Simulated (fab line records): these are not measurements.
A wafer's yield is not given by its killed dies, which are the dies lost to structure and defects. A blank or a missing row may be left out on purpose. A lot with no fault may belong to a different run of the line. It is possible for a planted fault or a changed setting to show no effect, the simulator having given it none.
2 desks, one fault | flow nand_harc | only its own numbers are on each desk; what lay behind them is given at the end

## THE DEFECT DESK
Counts from the inspections along the route, per lot, as means over the sampled wafers that have a number. Any lot whose mean is over 4 standard deviations away from the usual mean is out of limits and marked OUT; that distance is given in the brackets.
Columns: A = raw_defect_count at NHARC_A_BONDPAD_INSPECT_23, usual 598
lot  | first seen here | A
L675 | day 23 19:55    | 595
L678 | day 24 07:49    | 717
L676 | day 24 08:25    | 564
L679 | day 26 00:19    | 486
L680 | day 26 01:56    | 595
L682 | day 26 09:43    | 714
L681 | day 26 11:03    | 660
L683 | day 28 00:16    | 598
L686 | day 28 04:15    | 912
L696 | day 32 03:47    | 450
L695 | day 32 05:41    | 446
L697 | day 32 08:58    | 909
Result from this desk: across the 12 lots, nothing is out of limits.

## AT THE TOOL OWNER'S DESK: cmp-01
The tool's own readings at NHARC_A_BONDPAD_CMP_19 (polishes, t overpolish 30 s, cu recess touch 16 s, target thk 169.82 nm): means of the sampled wafers that have a number, for each lot that ran on this tool. Any lot whose mean is over 4 standard deviations away from the usual mean is out of limits and marked OUT; that distance is given in the brackets.
Columns: A = motor_current_A at NHARC_A_BONDPAD_CMP_19, usual 12.6 A; B = overpolish_run_s at NHARC_A_BONDPAD_CMP_19, usual 30.001 s
lot  | first seen here | A    | B
L675 | day 23 19:22    | 12.6 | 30.004
L676 | day 24 07:55    | 12.8 | 29.996
L680 | day 26 01:26    | 12.5 | 30.001
L682 | day 26 09:11    | 12.3 | 30.009
L681 | day 26 10:31    | 12.9 | 30.000
L683 | day 27 23:44    | 13.4 | 29.993
L686 | day 28 03:42    | 12.4 | 30.002
L697 | day 32 08:26    | 12.8 | 29.999
Result from this desk: across the 8 lots, nothing is out of limits.

## TAKEN TOGETHER
The defect desk saw nothing out of limits.
Nothing out of limits was seen by the tool owner's desk.

## WHAT THE SIMULATOR HAD INSERTED
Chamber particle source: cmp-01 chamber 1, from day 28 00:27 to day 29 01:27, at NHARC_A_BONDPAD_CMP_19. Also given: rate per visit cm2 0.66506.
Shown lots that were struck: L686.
